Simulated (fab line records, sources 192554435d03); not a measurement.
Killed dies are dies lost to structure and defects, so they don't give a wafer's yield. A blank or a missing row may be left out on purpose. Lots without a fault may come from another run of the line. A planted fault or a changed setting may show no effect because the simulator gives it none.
Problem report in the 8D (eight disciplines) form, filled by code | flow n5_finfet | the parts of the form that need people (team, actions taken, sign-off) are left out

1. THE PROBLEM
run_length_s at N5_BEOL_M3_VIA_ETCH_34 reads a mean of 94.6 s on 4 wafers of 3 lots; wafers without a fault read 89.2 s with a standard deviation of 0.55. That is +9.8 standard deviations from the usual mean.
The step: etches the open film in C4F6/O2, target depth 69.4 nm, time 65.9 s.
First seen on wafer L749.2, day 9 19:59, on rie_diel-06. The record holds 23 wafers of 8 lots with a number at this step. Rule for "out", or "out of limits": more than 4 standard deviations from the usual mean. The other wafers with a number count as sound.

2. WHAT IT IS AND WHAT IT IS NOT
question                    | is                             | is not
which readings at this step | run_length_s                   | bias_w, drypump_motor_current_A, oes_o_777_au, oes_product_au, rf_fwd_power_W, rf_vpp_V, showerhead_plenum_p_Torr, throttle_valve_pct
which lots                  | L749, L751, L758               | L742, L743, L748, L760, L761
which wafers of those lots  | L749.2, L749.5, L751.2, L758.5 | L749.3, L751.4, L758.1, L758.3
read on which tools         | rie_diel-06                    | rie_diel-01, rie_diel-04
when                        | from day 9 19:59               | up to then (10 sound wafers); but 9 sound wafers of L751, L758, L760, L761 came after

3. SUSPECTS, AND WHAT RULES EACH OUT
Counting: a tool at a process step up to the reading stays a suspect if it ran every lot that is out. Sound lots after the first of them don't rule it out here, since some wafers of a struck lot are sound.
- rie_diel-06 at N5_BEOL_M3_VIA_ETCH_34 (etches the open film in C4F6/O2, target depth 69.4 nm, time 65.9 s): kept. It ran every lot that is out, first L749 (day 9 19:59); its last sound lot up to then is L748 (day 8 23:50). Its own readings are out on those wafers: run_length_s.
Left after counting: rie_diel-06 at N5_BEOL_M3_VIA_ETCH_34.

4. THE CAUSE (what the simulator had put in)
Process parameter drift: rie_diel-06, from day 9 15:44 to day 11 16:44, at N5_BEOL_M3_VIA_ETCH_34. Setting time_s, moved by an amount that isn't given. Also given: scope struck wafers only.
Counting left only this tool.

5. THE CHAIN OF EFFECTS, in route order
Each row: a reading whose mean over the struck wafers that have a number lies more than 3 standard deviations from the usual. Only readings for which the record gives a usual standard deviation are gone through. hours: the time from each lot's start at the first step in this table that gives one to its start at this step, as a median over the lots. sigmas: the change in usual standard deviations.
hours | step                   | reading      | usual  | on struck wafers | change | sigmas
0     | N5_BEOL_M3_VIA_ETCH_34 | run_length_s | 89.2 s | 94.6             | +5.4   | +9.8
The process steps in it:
- N5_BEOL_M3_VIA_ETCH_34: etches the open film in C4F6/O2, target depth 69.4 nm, time 65.9 s.
Later measuring or inspecting steps at which every struck wafer that the step has a row for has a number for every such reading, and none has moved that far: N5_BEOL_M4_RC_MEAS_101.

6. WHAT WOULD HAVE CAUGHT IT SOONER
In this record the first reading out of limits was taken at day 9 19:59, 4 hours after the fault began at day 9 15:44.
